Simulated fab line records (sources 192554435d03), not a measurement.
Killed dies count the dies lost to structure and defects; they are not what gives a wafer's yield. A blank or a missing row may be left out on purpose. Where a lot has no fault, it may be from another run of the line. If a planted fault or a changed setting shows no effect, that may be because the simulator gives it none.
Split-lot study | flow n5 finfet | 7 lots, 21 wafers read, on a route of 1938 steps

== THE SPLIT ==
At N5_BEOL_M4_TRENCH_ETCH_37 (etches SiOC in C4F6/O2, target depth 55.555 nm, time 29.2 s), the setting bias w was moved away from the recipe's 185 W on 8 of the 21 wafers read, by -12.8% to +12.2%. All remaining wafers had this setting at the recipe value.

The reading comes from the split's own step.

== THE READING ==
rf vpp V, in V, at N5_BEOL_M4_TRENCH_ETCH_37 (etches SiOC in C4F6/O2, target depth 55.555 nm, time 29.2 s). Typical for fault-free wafers on this fab line: 681 V, with standard deviation 26 V.

wafer  | tool, chamber at the split | bias w as run, W | against the recipe | rf vpp V, V | against lot-mates on the recipe
L074.1 | rie diel-04, 2             | 162.6            | -12.1%             | 638         | -44
L074.2 | rie diel-04, 0             | 185              | recipe             | 682         | -
L074.5 | rie diel-04, 1             | 162.6            | -12.1%             | 591         | -91
L080.1 | rie diel-04, 2             | 185              | recipe             | 704         | -
L080.2 | rie diel-04, 3             | 185              | recipe             | 654         | -
L080.5 | rie diel-04, 3             | 161.4            | -12.8%             | 587         | -92
L081.1 | rie diel-05, 2             | 185              | recipe             | 655         | -
L081.2 | rie diel-05, 3             | 185              | recipe             | 652         | -
L081.5 | rie diel-05, 2             | 185              | recipe             | 656         | -
L084.1 | rie diel-01, 2             | 196.8            | +6.4%              | 735         | +20
L084.2 | rie diel-01, 3             | 185              | recipe             | 715         | -
L084.4 | rie diel-01, 0             | 196.8            | +6.4%              | 756         | +41
L086.1 | rie diel-01, 1             | 185              | recipe             | 654         | -
L086.3 | rie diel-01, 0             | 185              | recipe             | 719         | -
L086.5 | rie diel-01, 2             | 185              | recipe             | 700         | -
L087.3 | rie diel-05, 2             | 201.5            | +8.9%              | 699         | +44
L087.5 | rie diel-05, 1             | 201.5            | +8.9%              | 713         | +58
L087.6 | rie diel-05, 2             | 185              | recipe             | 655         | -
L091.4 | rie diel-04, 3             | 185              | recipe             | 653         | -
L091.5 | rie diel-04, 2             | 207.6            | +12.2%             | 772         | +113
L091.6 | rie diel-04, 1             | 185              | recipe             | 665         | -

THE FIT
A straight line over all 21 wafers: rf vpp V changes by +6.16 V for each +1% of bias w; r = +0.84; the points scatter about the line by 27 V.
The same after taking each lot's own level away (the mean of its wafers on the recipe; 21 wafers): +6.49 V for each +1%; r = +0.92; scatter 19 V.
Per that fit: largest bias w move, reading shift of 83 V.
Measured against the standard deviation above, the lots' own levels, which go from 654.3 to 715.0 V, span 2.3 times it.
The two slopes agree, so the slope changes little with the lot-to-lot level.
Check: with one of the wafers moved furthest among these (-12.8%) left out of the fit, the line predicts -79 V for it against its lot-mates. Against them it came out at -92 V.
Tool readings at the split's step, against how far the setting was moved: rf vpp V r = +0.84.

== FURTHER SPLITS ON THESE WAFERS ==
Before the reading, these wafers also passed through other splits. Each is held against what the fit with the lots' levels taken away leaves over:
other split on the same wafers              | wafers away from the commonest value | r with rf vpp V (lot level and that fit taken away)
N5_MOL_CONTACT_COAG_COAT_77 spin rpm        | 5                                    | -0.02
N5_MOL_CONTACT_COAG_EXPOSE_37 dose mj       | 7                                    | -0.01
N5_MOL_CONTACT_COAG_DESCUM_45 time s        | 9                                    | -0.03
N5_BEOL_M0_SAQP_SPACER2_ALD_26 target thk a | 5                                    | -0.26
N5_BEOL_M0_ETCH_128 source w                | 6                                    | -0.23
N5_BEOL_M1_ETCH_64 source w                 | 3                                    | +0.10
N5_BEOL_M1_SPUTTER_48 time s                | 8                                    | -0.29

== FILE'S OWN FIT ==
rf vpp V changes by +6.97 V for each +1% of bias w, r = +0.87.
